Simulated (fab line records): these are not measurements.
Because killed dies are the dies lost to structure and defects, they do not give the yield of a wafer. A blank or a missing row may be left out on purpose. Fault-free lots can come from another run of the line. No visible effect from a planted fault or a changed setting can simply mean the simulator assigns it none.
Matching of chambers ; flow nand harc ; NHARC_P_M2_PRE_CLEAN_32 on pecvd-03 has 3 sister chambers
The step time 12 s. 6 wafers are shown with their chamber, then 12 later ones without.

WAFERS PAIRED WITH THEIR CHAMBERS
wafer;chamber;heater power w (W)
L089.1;0;594
L089.2;2;705
L089.3;1;510
L089.4;1;520
L089.5;2;688
L089.6;0;599

WAFERS WITH NO CHAMBER GIVEN
wafer;heater power w (W)
L092.1;701
L092.2;506
L092.4;703
L092.3;583
L092.5;585
L092.6;502
L094.1;545
L094.4;624
L094.5;715
L097.1;537
L097.5;624
L097.6;633

WHICH CHAMBER EACH ONE RAN IN
wafer;from the rows above;in truth
L092.1;2;2
L092.2;1;1
L092.4;2;2
L092.3;0;0
L092.5;0;0
L092.6;1;1
L094.1;1;1
L094.4;0;0
L094.5;2;2
L097.1;1;1
L097.5;0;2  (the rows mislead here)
L097.6;0;0
Placed correctly: 11 of 12. Can't be placed from these rows: 0. 1 placed wrongly.
How it was worked out, from the rows above alone: a wafer's distance from a chamber is the root of the sum, over the readings, of the square of ((its reading less the chamber's mean) divided by the reading's scatter). The wafer belongs to the nearest chamber; if the next one is less than 2 further off, it can't be placed. Each chamber's mean is taken over the wafers shown for it. The scatter: the root of (the sum of the squares of (reading less its chamber's mean) over the shown wafers, divided by (wafers less chambers)).
